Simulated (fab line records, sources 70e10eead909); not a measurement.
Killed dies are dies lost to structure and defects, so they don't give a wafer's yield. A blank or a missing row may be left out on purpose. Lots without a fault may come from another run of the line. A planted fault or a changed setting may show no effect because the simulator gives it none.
Which tool did it? | flow nand_harc | 14 lots, 42 wafers sampled, at 5 steps of a route of 1159

WHAT THE GAUGES READ, wafer by wafer
NHARC_P_ZERO_WELL_CD_MEAS_11: target cd 500 nm.
lot  | measured    | on        | cd_nm (nm)
L960 | day 1 13:07 | cd_sem-01 | 500.2 499.3 500.4
L961 | day 1 19:15 | cd_sem-02 | 495.1 497.2 496.3
L962 | day 2 01:22 | cd_sem-01 | 500.4 499.6 499.5
L965 | day 2 19:59 | cd_sem-03 | 501.4 499.1 499.6
L966 | day 3 01:15 | cd_sem-03 | 498.3 501.0 500.1
L967 | day 3 07:53 | cd_sem-01 | 497.1 498.7 499.0
L972 | day 4 13:51 | cd_sem-03 | 502.2 501.8 502.0
L973 | day 4 19:31 | cd_sem-02 | 501.0 498.7 499.5
L974 | day 5 01:14 | cd_sem-03 | 500.8 499.2 502.7
L978 | day 6 01:10 | cd_sem-03 | 498.4 498.0 498.9
L979 | day 6 07:17 | cd_sem-02 | 498.5 499.2 501.4
L980 | day 6 13:15 | cd_sem-03 | 499.8 500.6 500.4
L982 | day 7 01:14 | cd_sem-01 | 497.7 501.8 502.5
L983 | day 7 07:26 | cd_sem-02 | 500.4 499.9 502.0

NHARC_P_ZERO_WELL_CD_MEAS_52: target cd 2000 nm.
lot  | measured    | on        | cd_nm (nm)
L960 | day 1 17:39 | cd_sem-01 | 1998.5 2001.4 2001.6
L961 | day 1 23:47 | cd_sem-01 | 2000.0 1999.6 1999.8
L962 | day 2 05:46 | cd_sem-01 | 1999.0 1997.0 1999.0
L965 | day 3 00:21 | cd_sem-01 | 2002.0 2001.5 1998.0
L966 | day 3 05:38 | cd_sem-01 | 1997.6 1998.5 1996.5
L967 | day 3 12:10 | cd_sem-01 | 2000.0 1997.8 2000.1
L972 | day 4 18:15 | cd_sem-02 | 2003.4 2001.0 2001.1
L973 | day 4 23:46 | cd_sem-02 | 2001.9 2000.9 2001.2
L974 | day 5 05:47 | cd_sem-02 | 2003.8 1999.8 2003.3
L978 | day 6 05:58 | cd_sem-03 | 2001.3 2000.0 1999.8
L979 | day 6 11:39 | cd_sem-02 | 1998.6 1999.9 1998.5
L980 | day 6 17:39 | cd_sem-02 | 1999.0 1999.9 1998.6
L982 | day 7 05:45 | cd_sem-02 | 2000.3 1999.0 1998.9
L983 | day 7 11:50 | cd_sem-01 | 2001.5 2000.0 1999.8

NHARC_END_SORT_01.
lot  | measured     | on        | killed_at_array | killed_at_other | killed_at_periphery | killed_dies | killed_open | killed_short
L961 | day 20 05:08 | prober-01 | 22 40 20        | 1 1 0           | 0 0 3               | 23 41 23    | 1 7 5       | 1 3 1
L966 | day 20 12:09 | prober-01 | 16 29 34        | 0 0 0           | 6 0 2               | 22 29 36    | 3 1 7       | 1 2 1
L972 | day 22 07:30 | prober-02 | 40 47 30        | 0 0 0           | 7 10 13             | 47 57 43    | 2 3 2       | 2 1 0
L973 | day 21 20:42 | prober-01 | 16 13 5         | 0 0 1           | 4 4 2               | 20 17 8     | 4 8 3       | 0 3 0
L974 | day 23 07:49 | prober-02 | 40 26 34        | 1 0 0           | 2 3 6               | 43 29 40    | 5 4 5       | 2 2 4
L978 | day 23 13:57 | prober-02 | 34 31 25        | 0 0 0           | 4 5 1               | 38 36 26    | 5 9 5       | 0 5 1
L979 | day 23 22:06 | prober-02 | 31 26 28        | 1 0 5           | 3 2 4               | 35 28 37    | 4 2 5       | 4 0 2

WHICH TOOL RAN EACH LOT (tool, then ch and the chambers of the sampled wafers, then the start)
lot  | NHARC_P_ZERO_WELL_PECVD_02     | NHARC_P_ZERO_WELL_DESCUM_13
L960 | pecvd-04 ch 0,1,2, day 1 12:27 | rie_diel-12 ch 0,1,2, day 1 13:17
L961 | pecvd-01 ch 1,2, day 1 18:30   | rie_diel-12 ch 1,3, day 1 19:25
L962 | pecvd-01 ch 0,1,2, day 2 00:34 | rie_diel-08 ch 1,2,3, day 2 01:31
L965 | pecvd-04 ch 0,1,2, day 2 18:37 | rie_diel-12 ch 0,1, day 2 20:08
L966 | pecvd-04 ch 0,2, day 3 00:28   | rie_diel-08 ch 1,2,3, day 3 01:25
L967 | pecvd-04 ch 0,1,2, day 3 06:32 | rie_diel-12 ch 0,2,3, day 3 08:04
L972 | pecvd-01 ch 0,1,2, day 4 12:27 | rie_diel-12 ch 0,2,3, day 4 14:02
L973 | pecvd-02 ch 0,2, day 4 18:43   | rie_diel-12 ch 1,2,3, day 4 19:40
L974 | pecvd-04 ch 1,2, day 5 00:26   | rie_diel-08 ch 0,1,3, day 5 01:28
L978 | pecvd-04 ch 0,1, day 6 00:32   | rie_diel-05 ch 0,1,2, day 6 01:19
L979 | pecvd-02 ch 0,1,2, day 6 06:29 | rie_diel-05 ch 1,2, day 6 07:26
L980 | pecvd-02 ch 0,2, day 6 12:28   | rie_diel-12 ch 0,1,3, day 6 13:25
L982 | pecvd-04 ch 0,2, day 7 00:31   | rie_diel-05 ch 1,2,3, day 7 01:25
L983 | pecvd-02 ch 0,1,2, day 7 06:38 | rie_diel-08 ch 0,1,2, day 7 07:37
- NHARC_P_ZERO_WELL_PECVD_02: deposits SiO2, target thk 10 nm.
- NHARC_P_ZERO_WELL_DESCUM_13: chemistry O2, time 3 s.

WHAT THE TOOLS THEMSELVES READ (means of the sampled wafers that have a number; where no wafer has one, the mark that the record gives instead)
NHARC_P_ZERO_WELL_PECVD_02.
lot  | tool     | chamber_pressure_Torr (Torr)
L960 | pecvd-04 | 6.496
L961 | pecvd-01 | 6.499
L962 | pecvd-01 | 6.492
L965 | pecvd-04 | 6.505
L966 | pecvd-04 | 6.501
L967 | pecvd-04 | 6.493
L972 | pecvd-01 | 6.497
L973 | pecvd-02 | 6.496
L974 | pecvd-04 | 6.511
L978 | pecvd-04 | 6.493
L979 | pecvd-02 | 6.507
L980 | pecvd-02 | 6.500
L982 | pecvd-04 | 6.496
L983 | pecvd-02 | 6.501

NHARC_P_ZERO_WELL_DESCUM_13.
lot  | tool        | drypump_motor_current_A (A) | oes_product_au (a.u.) | rf_vpp_V (V) | showerhead_plenum_p_Torr (Torr) | throttle_valve_pct (%)
L960 | rie_diel-12 | 6.1                         | 0.992                 | 58.0         | 1.96                            | 11.304
L961 | rie_diel-12 | 6.1                         | 0.999                 | 57.3         | 1.95                            | 11.314
L962 | rie_diel-08 | 5.7                         | 1.011                 | 57.5         | 1.86                            | 11.306
L965 | rie_diel-12 | 5.9                         | 0.996                 | 59.0         | 1.92                            | 11.312
L966 | rie_diel-08 | 5.7                         | 1.005                 | 56.6         | 1.86                            | 11.314
L967 | rie_diel-12 | 6.4                         | 0.989                 | 57.8         | 1.97                            | 11.308
L972 | rie_diel-12 | 6.4                         | 0.988                 | 58.5         | 1.97                            | 11.309
L973 | rie_diel-12 | 6.3                         | 0.988                 | 58.2         | 1.99                            | 11.311
L974 | rie_diel-08 | 5.7                         | 1.002                 | 57.2         | 1.84                            | 11.313
L978 | rie_diel-05 | 5.8                         | 0.999                 | 58.6         | 1.94                            | 11.322
L979 | rie_diel-05 | 5.5                         | 0.997                 | 57.1         | 1.90                            | 11.307
L980 | rie_diel-12 | 6.2                         | 0.989                 | 58.3         | 1.92                            | 11.315
L982 | rie_diel-05 | 5.5                         | 1.004                 | 57.9         | 1.94                            | 11.304
L983 | rie_diel-08 | 5.7                         | 1.001                 | 57.9         | 1.82                            | 11.311

THE ANSWER, worked out from the rows above alone
Rule: what is usual is taken from the lots themselves. Put in order of their means at a reading, lots are off if they are a third of the lots or fewer, leave a main group of 4 or more, and stand apart from it by a gap of 3 or more times the standard deviation of the main group's means; of several such gaps the widest counts. A main group whose means are all the same, to the digits that the tables above print for the reading, isn't used. A lot without any number at a reading at which 4 lots or more have one is off too. The other lots that the step has rows for count as sound. The gauges are gone through in route order, then the tools' own readings, and for those a lot's mean is taken as printed above. The first step at which some lot is off is used, and at that step the reading that is off furthest; a lot without a number counts as furthest.
Off: L972, at NHARC_END_SORT_01 (killed_at_periphery). The main group: mean 2.8, standard deviation 0.88. Neither off nor sound, because the step has no rows for them: L960, L962, L965, L967, L980, L982, L983.
A tool fits if, at a process step before that reading, it ran every lot that is off, and no sound lot after the first of them. The gauges at NHARC_END_SORT_01 are tried like those tools. One fits: pecvd-01 at NHARC_P_ZERO_WELL_PECVD_02. Its last sound lot is L961 (day 1 18:30), its first lot that is off L972 (day 4 12:27): a fault that began between those two fits.

WHAT THE SIMULATOR HAD PUT IN
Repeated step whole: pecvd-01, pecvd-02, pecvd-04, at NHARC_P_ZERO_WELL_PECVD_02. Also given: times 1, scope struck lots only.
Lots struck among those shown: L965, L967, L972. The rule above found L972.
